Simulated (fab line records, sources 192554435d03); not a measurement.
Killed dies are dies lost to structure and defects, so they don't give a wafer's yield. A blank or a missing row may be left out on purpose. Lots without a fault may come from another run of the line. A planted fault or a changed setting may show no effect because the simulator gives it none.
Chamber matching | flow n5_finfet | N5_BEOL_M4_ETCH_70 on rie_diel-06: 4 sister chambers
The step etches SOC in N2/H2, target depth 80 nm, overetch 24 nm, time 130 s. 8 wafers are shown with their chamber, then 9 later ones without.

WAFERS WITH THEIR CHAMBER
wafer  | chamber | drypump_motor_current_A (A) | showerhead_plenum_p_Torr (Torr)
L081.2 | 3       | 6.9                         | 2.64
L081.6 | 0       | 5.5                         | 2.65
L085.3 | 3       | 6.8                         | 2.63
L085.4 | 2       | 5.4                         | 2.49
L085.5 | 1       | 5.3                         | 2.50
L088.1 | 2       | 5.4                         | 2.49
L088.3 | 0       | 5.5                         | 2.64
L088.4 | 1       | 5.3                         | 2.50

WAFERS WITHOUT THEIR CHAMBER
wafer  | drypump_motor_current_A (A) | showerhead_plenum_p_Torr (Torr)
L091.1 | 5.5                         | 2.64
L091.5 | 5.5                         | 2.64
L091.6 | 5.4                         | 2.49
L092.1 | 6.8                         | 2.62
L092.2 | 5.5                         | 2.64
L092.3 | 6.8                         | 2.63
L097.3 | 5.4                         | 2.48
L097.4 | 6.8                         | 2.62
L097.5 | 5.5                         | 2.63

WHICH CHAMBER EACH WENT THROUGH
wafer  | from the rows above | in truth
L091.1 | 0                   | 0
L091.5 | 0                   | 0
L091.6 | 2                   | 2
L092.1 | 3                   | 3
L092.2 | 0                   | 0
L092.3 | 3                   | 3
L097.3 | 2                   | 2
L097.4 | 3                   | 3
L097.5 | 0                   | 0
Placed correctly: 9 of 9. Can't be placed from these rows: 0. Placed wrongly: 0.
How it was worked out, from the rows above alone: a wafer's distance from a chamber is the root of the sum, over the readings, of the square of ((its reading less the chamber's mean) divided by the reading's scatter). The wafer belongs to the nearest chamber; if the next one is less than 2 further off, it can't be placed. A chamber's mean is the mean of its shown wafers. The scatter: the root of (the sum of the squares of (reading less its chamber's mean) over the shown wafers, divided by (wafers less chambers)).
